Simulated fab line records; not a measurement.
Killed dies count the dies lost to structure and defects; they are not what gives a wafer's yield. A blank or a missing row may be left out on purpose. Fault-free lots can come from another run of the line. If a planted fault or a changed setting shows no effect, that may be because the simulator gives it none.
fab line records -- flow n5Finfet
record lots=10, wafers=30, lastDay=19
route steps=1938 shown BEOL_M2@913 BEOL_M3@931 BEOL_M4@1111 PASSIVATION@1936
lots with no fault: from the same line, run without faults
startH: hours from the record's first day to the start of the lot's first wafer shown -- waitH: how many hours have passed since the lot's step before this one -- " repeats the value in the row above -- L1.1+2: several wafers, shown together as one row -- - either no value or no given start -- * or withheld: withheld -- < > ~ a bound
route shown NAME@n: NAME is a module with steps in the file, n the number in the route of the first one -- usual: mean and standard deviation over wafers with no fault -- same: alike in all rows -- chamber/n: place in a boat -- sites: readings site by site -- _std_site: their standard deviation -- _edge_site: inner sites' mean taken away from outer sites' mean -- radiusMm: for every site, how far away it sits from the centre of the wafer -- mask NAME#n: copy n -- behind: tool/chamber where the wafer was last shaped -- hold: the reason the lot was held/the length of the hold in hours/how it ended -- device: transistor that didn't switch, given as n, p or np -- end of line: the same wafers' tests at the end of the route -- where a step has no rows: the recipe by itself -- killed: not the wafer's yield, but the dies lost to structure and defects at the first sort -- map: the dies of a wafer, with x for killed, . for not killed, _ for no die there
set.NAME: the run value of the setting; set.NAME@STEP: its run value at that earlier step -- model.NAME: the simulator's own value behind a step, which no gauge read
a sample of lots followed through the steps of the route, with each step as a table and each wafer as a row
services: the hour from which a tool's chamber was out of use, counted from the record's first day as startH (under 0 if before that day), plus the number of hours and why
## steps
# step N5_BEOL_M2_ANNEAL_89
# recipe tempC=400, timeS=240, ambient=vacuum
# usual heaterPowerW=846/56, susceptor_temp_C_max=400.9/0.35
lot.wafer,tool,chamber,startH,waitH,heaterPowerW,susceptor_temp_C_max
L222.1,pvdSputter-03,-,170.78,0.0,909,400.3
L222.4,pvdSputter-03,-,170.78,0.0,933,401.2
L222.6,pvdSputter-03,-,170.78,0.0,963,401.0
L224.2,pvdSputter-03,-,173.92,0.0,919,401.2
L224.3,pvdSputter-03,-,173.92,0.0,908,401.2
L224.4,pvdSputter-03,-,173.92,0.0,933,401.9
L227.1,pvdSputter-03,-,182.84,0.0,778,400.7
L227.3,pvdSputter-03,-,182.84,0.0,929,401.2
L227.4,pvdSputter-03,-,182.84,0.0,805,400.8
L228.1,pvdSputter-01,-,188.49,0.0,789,401.1
L228.4,pvdSputter-01,-,188.49,0.0,856,401.2
L228.6,pvdSputter-01,-,188.49,0.0,866,401.3
L232.3,pvdSputter-02,-,237.08,0.0,805,400.9
L232.5,pvdSputter-02,-,237.08,0.0,845,400.7
L232.6,pvdSputter-02,-,237.08,0.0,764,400.6
L235.3,pvdSputter-02,-,254.02,0.0,937,401.1
L235.5,pvdSputter-02,-,254.02,0.0,930,401.2
L235.6,pvdSputter-02,-,254.02,0.0,827,401.2
L237.1,pvdSputter-03,-,258.86,0.0,783,401.1
L237.3,pvdSputter-03,-,258.86,0.0,914,400.6
L237.6,pvdSputter-03,-,258.86,0.0,926,401.4
L242.2,pvdSputter-02,-,277.17,0.0,840,400.5
L242.4,pvdSputter-02,-,277.17,0.0,926,400.8
L242.5,pvdSputter-02,-,277.17,0.0,788,400.7
L243.3,pvdSputter-01,-,291.27,0.0,845,401.1
L243.4,pvdSputter-01,-,291.27,0.0,855,400.2
L243.5,pvdSputter-01,-,291.27,0.0,796,400.8
L244.1,pvdSputter-03,-,297.74,0.0,936,401.1
L244.3,pvdSputter-03,-,297.74,0.0,771,400.6
L244.4,pvdSputter-03,-,297.74,0.0,918,400.9
# step N5_BEOL_M2_SPUTTER_92
# recipe material=Cu, targetThkA=45, tempC=-20, chamberPressurePa=0.07, powerW=withheld, timeS=8.29
# usual throttleValvePct=30.0/1.1
lot.wafer,tool,chamber,startH,waitH,throttleValvePct
L222.1,pvdSputter-03,-,171.14,0.1,28.4
L222.4,pvdSputter-03,-,171.14,0.1,30.1
L222.6,pvdSputter-03,-,171.14,0.1,28.3
L224.2,pvdSputter-03,-,174.28,0.1,30.0
L224.3,pvdSputter-03,-,174.28,0.1,28.7
L224.4,pvdSputter-03,-,174.28,0.1,29.9
L227.1,pvdSputter-03,-,183.20,0.1,30.3
L227.3,pvdSputter-03,-,183.20,0.1,28.2
L227.4,pvdSputter-03,-,183.20,0.1,30.2
L228.1,pvdSputter-01,-,188.85,0.1,30.8
L228.4,pvdSputter-01,-,188.85,0.1,31.6
L228.6,pvdSputter-01,-,188.85,0.1,31.6
L232.3,pvdSputter-02,-,237.44,0.1,28.3
L232.5,pvdSputter-02,-,237.44,0.1,28.8
L232.6,pvdSputter-02,-,237.44,0.1,29.5
L235.3,pvdSputter-02,-,254.38,0.1,30.4
L235.5,pvdSputter-02,-,254.38,0.1,30.3
L235.6,pvdSputter-02,-,254.38,0.1,28.4
L237.1,pvdSputter-03,-,259.22,0.1,30.3
L237.3,pvdSputter-03,-,259.22,0.1,28.3
L237.6,pvdSputter-03,-,259.22,0.1,29.8
L242.2,pvdSputter-02,-,277.53,0.1,28.7
L242.4,pvdSputter-02,-,277.53,0.1,30.3
L242.5,pvdSputter-02,-,277.53,0.1,29.7
L243.3,pvdSputter-01,-,291.63,0.1,31.6
L243.4,pvdSputter-01,-,291.63,0.1,31.5
L243.5,pvdSputter-01,-,291.63,0.1,31.3
L244.1,pvdSputter-03,-,298.10,0.1,28.5
L244.3,pvdSputter-03,-,298.10,0.1,30.4
L244.4,pvdSputter-03,-,298.10,0.1,29.9
# step N5_BEOL_M2_CO_CAP_55
# recipe material=Co, targetThkA=20, tempC=200, precursor=CCTBA/H2, pressureTorr=30, timeS=102.1
# usual heaterPowerW=253/24
lot.wafer,tool,chamber,startH,waitH,heaterPowerW
L222.1,cvdCo-01,1,172.72,0.0,278
L222.4,cvdCo-01,0,172.72,0.0,267
L222.6,cvdCo-01,1,172.72,0.0,287
L224.2,cvdCo-02,2,175.60,0.0,226
L224.3,cvdCo-02,0,175.60,0.0,254
L224.4,cvdCo-02,1,175.60,0.0,224
L227.1,cvdCo-01,0,184.51,0.0,270
L227.3,cvdCo-01,1,184.51,0.0,287
L227.4,cvdCo-01,2,184.51,0.0,226
L228.1,cvdCo-01,2,190.17,0.0,222
L228.4,cvdCo-01,1,190.17,0.0,279
L228.6,cvdCo-01,2,190.17,0.0,228
L232.3,cvdCo-02,0,238.92,0.0,254
L232.5,cvdCo-02,0,238.92,0.0,252
L232.6,cvdCo-02,1,238.92,0.0,232
L235.3,cvdCo-01,1,255.69,0.0,282
L235.5,cvdCo-01,2,255.69,0.0,233
L235.6,cvdCo-01,0,255.69,0.0,271
L237.1,cvdCo-02,2,260.53,0.0,228
L237.3,cvdCo-02,0,260.53,0.0,252
L237.6,cvdCo-02,1,260.53,0.0,215
L242.2,cvdCo-01,0,279.11,0.0,272
L242.4,cvdCo-01,0,279.11,0.0,278
L242.5,cvdCo-01,1,279.11,0.0,293
L243.3,cvdCo-02,2,293.22,0.0,236
L243.4,cvdCo-02,0,293.22,0.0,256
L243.5,cvdCo-02,1,293.22,0.0,228
L244.1,cvdCo-02,1,299.47,0.0,226
L244.3,cvdCo-02,2,299.47,0.0,234
L244.4,cvdCo-02,0,299.47,0.0,249
# step N5_BEOL_M3_ILD_DEP_00
# recipe material=SiOC, targetThkA=790, tempC=350, precursor=DEMS/O2, pressureTorr=5, rfW=500, timeS=15.3
# usual heaterPowerW=548/130, showerheadPlenumPTorr=5.700/0.019, throttleValvePct=11.8/0.77
lot.wafer,tool,chamber,startH,waitH,heaterPowerW,showerheadPlenumPTorr,throttleValvePct
L222.1,pecvd-01,1,172.97,0.0,384,5.698,11.8
L222.4,pecvd-01,1,172.97,0.0,382,5.720,12.1
L222.6,pecvd-01,1,172.97,0.0,382,5.704,12.0
L224.2,pecvd-01,2,175.85,0.0,675,5.686,11.5
L224.3,pecvd-01,1,175.85,0.0,384,5.727,11.9
L224.4,pecvd-01,2,175.85,0.0,661,5.693,11.2
L227.1,pecvd-03,1,184.75,0.0,542,5.708,12.6
L227.3,pecvd-03,2,184.75,0.0,577,5.718,10.8
L227.4,pecvd-03,0,184.75,0.0,557,5.672,14.8
L228.1,pecvd-02,1,190.44,0.0,473,5.705,12.3
L228.4,pecvd-02,0,190.44,0.0,522,5.659,11.4
L228.6,pecvd-02,1,190.44,0.0,470,5.726,12.2
L232.3,pecvd-01,1,239.19,0.0,355,5.715,12.2
L232.5,pecvd-01,1,239.19,0.0,367,5.716,12.2
L232.6,pecvd-01,2,239.19,0.0,716,5.685,11.4
L235.3,pecvd-02,2,255.93,0.0,709,5.670,12.0
L235.5,pecvd-02,0,255.93,0.0,616,5.673,11.2
L235.6,pecvd-02,1,255.93,0.0,498,5.690,12.3
L237.1,pecvd-02,0,260.77,0.0,550,5.667,11.3
L237.3,pecvd-02,2,260.77,0.0,733,5.665,11.6
L237.6,pecvd-02,1,260.77,0.0,407,5.706,12.1
L242.2,pecvd-01,1,279.36,0.0,420,5.703,12.4
L242.4,pecvd-01,2,279.36,0.0,728,5.692,11.2
L242.5,pecvd-01,1,279.36,0.0,422,5.713,12.0
L243.3,pecvd-01,1,293.47,0.0,402,5.716,12.2
L243.4,pecvd-01,0,293.47,0.0,574,5.721,11.2
L243.5,pecvd-01,2,293.47,0.0,729,5.683,11.4
L244.1,pecvd-01,1,299.72,0.0,350,5.699,12.3
L244.3,pecvd-01,0,299.72,0.0,560,5.717,11.4
L244.4,pecvd-01,1,299.72,0.0,357,5.717,11.9
# step N5_BEOL_M3_THK_MEAS_01
# recipe reads=SiOC_of_BEOL_M3_ILD_DEP_00
# usual M3_ILD_THK=79.4/0.95
lot.wafer,tool,chamber,startH,waitH,M3_ILD_THK[nm]
L222.1,filmMetro-02,-,173.05,0.1,78.2
L222.4,filmMetro-02,-,173.05,0.1,79.4
L222.6,filmMetro-02,-,173.05,0.1,80.3
L224.2,filmMetro-01,-,175.94,0.1,80.4
L224.3,filmMetro-01,-,175.94,0.1,81.0
L224.4,filmMetro-01,-,175.94,0.1,80.3
L227.1,filmMetro-02,-,184.82,0.0,79.1
L227.3,filmMetro-02,-,184.82,0.0,79.5
L227.4,filmMetro-02,-,184.82,0.0,79.5
L228.1,filmMetro-02,-,190.51,0.0,78.6
L228.4,filmMetro-02,-,190.51,0.0,80.4
L228.6,filmMetro-02,-,190.51,0.0,80.7
L232.3,filmMetro-01,-,239.26,0.1,78.2
L232.5,filmMetro-01,-,239.26,0.1,79.6
L232.6,filmMetro-01,-,239.26,0.1,79.3
L235.3,filmMetro-02,-,256.00,0.1,91.6
L235.5,filmMetro-02,-,256.00,0.1,79.8
L235.6,filmMetro-02,-,256.00,0.1,79.4
L237.1,filmMetro-02,-,260.84,0.0,79.3
L237.3,filmMetro-02,-,260.84,0.0,92.5
L237.6,filmMetro-02,-,260.84,0.0,80.8
L242.2,filmMetro-02,-,279.43,0.1,78.3
L242.4,filmMetro-02,-,279.43,0.1,79.7
L242.5,filmMetro-02,-,279.43,0.1,80.1
L243.3,filmMetro-02,-,293.53,0.1,78.8
L243.4,filmMetro-02,-,293.53,0.1,80.0
L243.5,filmMetro-02,-,293.53,0.1,80.1
L244.1,filmMetro-01,-,299.78,0.0,77.9
L244.3,filmMetro-01,-,299.78,0.0,79.2
L244.4,filmMetro-01,-,299.78,0.0,79.5
# step N5_BEOL_M4_RC_MEAS_101
# usual DIBL_N=36.0/2.2, DIBL_P=36.2/2.4, IOFF_N=0.16/0.035, IOFF_P=0.21/0.037, ION_N=672/13, ION_P=461/7, SS_N=71.4/0.69, SS_P=73.2/0.75, VT_N=250/3.4, VT_P=-251/3
lot.wafer,tool,chamber,startH,waitH,DIBL_N[mV/V],DIBL_P[mV/V],IOFF_N[nA/um],IOFF_P[nA/um],ION_N[uA/um],ION_P[uA/um],SS_N[mV/dec],SS_P[mV/dec],VT_N[mV],VT_P[mV]
L222.1,prober-02,0,207.70,0.0,33.4,33.8,0.13,0.17,678,460,70.8,72.1,252,-251
L222.4,prober-02,0,207.70,0.0,30.8,32.2,0.10,0.16,659,462,70.2,72.1,257,-254
L222.6,prober-02,0,207.70,0.0,33.7,34.7,0.14,0.19,679,465,70.8,72.4,249,-253
L224.2,prober-01,0,207.96,0.3,37.4,36.8,0.14,0.21,676,465,71.4,73.0,254,-247
L224.3,prober-01,0,207.96,0.3,36.3,36.0,0.13,0.20,670,468,71.3,72.5,252,-250
L224.4,prober-01,0,207.96,0.3,33.0,32.4,0.09,0.15,649,456,70.2,72.0,257,-251
L227.1,prober-01,0,235.09,0.0,35.2,34.8,0.14,0.18,665,455,71.1,72.2,253,-255
L227.3,prober-01,0,235.09,0.0,32.3,32.9,0.11,0.16,655,454,70.3,71.8,254,-252
L227.4,prober-01,0,235.09,0.0,35.6,36.0,0.14,0.19,667,461,71.0,72.8,251,-254
L228.1,prober-02,0,235.70,0.0,34.2,33.5,0.13,0.18,675,465,70.3,72.5,252,-250
L228.4,prober-02,0,235.70,0.0,36.7,37.9,0.18,0.24,684,471,71.8,73.6,246,-246
L228.6,prober-02,0,235.70,0.0,36.2,36.5,0.16,0.22,683,460,70.8,73.1,249,-250
L232.3,prober-02,0,273.10,0.3,31.8,33.3,0.11,0.16,651,452,70.9,73.1,254,-254
L232.5,prober-02,0,273.10,0.3,35.7,37.8,0.16,0.22,663,458,72.4,73.2,248,-252
L232.6,prober-02,0,273.10,0.3,34.3,35.4,0.15,0.19,670,457,71.0,73.0,251,-253
L235.3,prober-02,0,302.42,0.3,35.7,36.3,0.16,0.20,673,466,71.7,73.6,251,-253
L235.5,prober-02,0,302.42,0.3,36.6,37.7,0.17,0.22,665,464,72.0,73.7,251,-252
L235.6,prober-02,0,302.42,0.3,34.8,36.3,0.15,0.20,669,458,71.0,73.3,250,-253
L237.1,prober-02,0,303.93,0.0,34.0,34.4,0.13,0.17,664,454,71.3,72.1,252,-252
L237.3,prober-02,0,303.93,0.0,35.8,34.3,0.15,0.17,663,451,71.9,73.3,253,-250
L237.6,prober-02,0,303.93,0.0,34.9,34.8,0.14,0.18,663,455,72.2,72.4,252,-253
L242.2,prober-02,0,333.93,0.2,36.0,34.2,0.14,0.21,677,467,71.6,73.0,251,-244
L242.4,prober-02,0,333.93,0.2,39.7,38.0,0.20,0.28,687,476,71.6,73.2,247,-243
L242.5,prober-02,0,333.93,0.2,38.7,37.5,0.18,0.26,677,471,71.9,73.5,247,-245
L243.3,prober-02,0,338.34,0.3,37.0,38.6,0.19,0.23,689,460,71.7,74.1,247,-250
L243.4,prober-02,0,338.34,0.3,37.4,39.4,0.20,0.23,696,470,72.3,73.4,247,-251
L243.5,prober-02,0,338.34,0.3,35.2,37.4,0.17,0.21,681,468,71.6,73.8,250,-251
L244.1,prober-01,0,341.10,0.0,36.0,35.5,0.14,0.20,676,466,70.8,73.0,251,-249
L244.3,prober-01,0,341.10,0.0,37.5,37.4,0.18,0.24,682,473,71.7,73.2,249,-247
L244.4,prober-01,0,341.10,0.0,36.2,36.2,0.16,0.21,678,466,71.3,73.0,250,-248
# step N5_PASSIVATION_PROBE_49
# usual defectLimitedYield=91.2/1.4, killed_at_M0_to_M3=34/9.4, killed_at_M4_up=14/5.6, killedAtContacts=13/7.8, killedAtFrontEnd=37/10, killedAtOther=4/3.3, killedDies=103/17, killedOnRim=14/3.5, killedOpen=68/13, killedShort=33/8.2, sort_bin_5_function=5.1/0.92, sort_bin_6_memory=3.3/0.71, sort_bin_8_speed=0.01/0.043, sortNPass=1077/17, sortYieldPct=91.2/1.4
# same grossDies=1180, killedAtBackSide=0, sort_bin_4_leakage[%]=0
lot.wafer,tool,chamber,startH,waitH,defectLimitedYield[%],killed_at_M0_to_M3,killed_at_M4_up,killedAtContacts,killedAtFrontEnd,killedAtOther,killedDies,killedOnRim,killedOpen,killedShort,sort_bin_5_function[%],sort_bin_6_memory[%],sort_bin_8_speed[%],sortNPass,sortYieldPct[%]
L237.3,prober-02,-,416.93,0.1,92.2,22,14,13,40,3,92,18,56,24,4.0,2.5,0,1088,92.2
# killed by level:class
L237.3 HKMG_FIN:areaEtch=12 MOL_CONTACT_COAG:geometricParticle:open=9 FIN_SAQP:geometricParticle:short=8 STI_FIN_REVEAL:geometricParticle:open=7 FIN_SAQP:geometricParticle:open=5 BEOL_M3:geometricParticle:open=5 BEOL_M0_SAQP:geometricParticle:open=5 BEOL_M4:geometricParticle:open=5
## services
tool,chamber,startH,hours,kind
cvdCo-02,0,151.94,5.1,repair
pecvd-01,0,152.59,28.6,repair
pvdSputter-02,-,183.42,2.3,repair
pecvd-01,-,188.11,1.8,repair
pecvd-02,0,192.78,19.7,repair
pecvd-01,0,206.51,20.5,repair
pecvd-02,2,212.45,-,clean
pecvd-02,2,212.45,-,consumableReplace:showerhead
pecvd-02,2,212.45,29.0,scheduledDown
pecvd-02,2,212.45,29.0,ventCycle
pecvd-01,2,217.49,2.1,scheduledDown
pecvd-03,0,225.67,2.2,repair
pecvd-03,1,263.70,5.5,scheduledDown
## key
firstSign step=N5_BEOL_M3_THK_MEAS_01, reading=M3_ILD_THK, direction=up, sigmas=13, usual=79.4, struck=92.1
effect none on later readings
metAt N5_BEOL_M3_ILD_DEP_00
struckLots L235,L237
struckWafers L235.3,L237.3
baselineLoss step=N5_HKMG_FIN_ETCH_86, wafers=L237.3
notActingAt N5_BEOL_M2_ANNEAL_89,N5_BEOL_M2_SPUTTER_92,N5_BEOL_M2_CO_CAP_55
fault kind=processParameterDrift, tool=pecvd-02, chamber=2, onsetH=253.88, steps=N5_BEOL_M3_ILD_DEP_00, channel=targetThkA, offset=*, shape=step, endH=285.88, actsIn=*, stated=*
# baselineLoss: these wafers lose ten dies or more at that step, a loss of the line's own and not of a fault; the sort's usual values leave them out
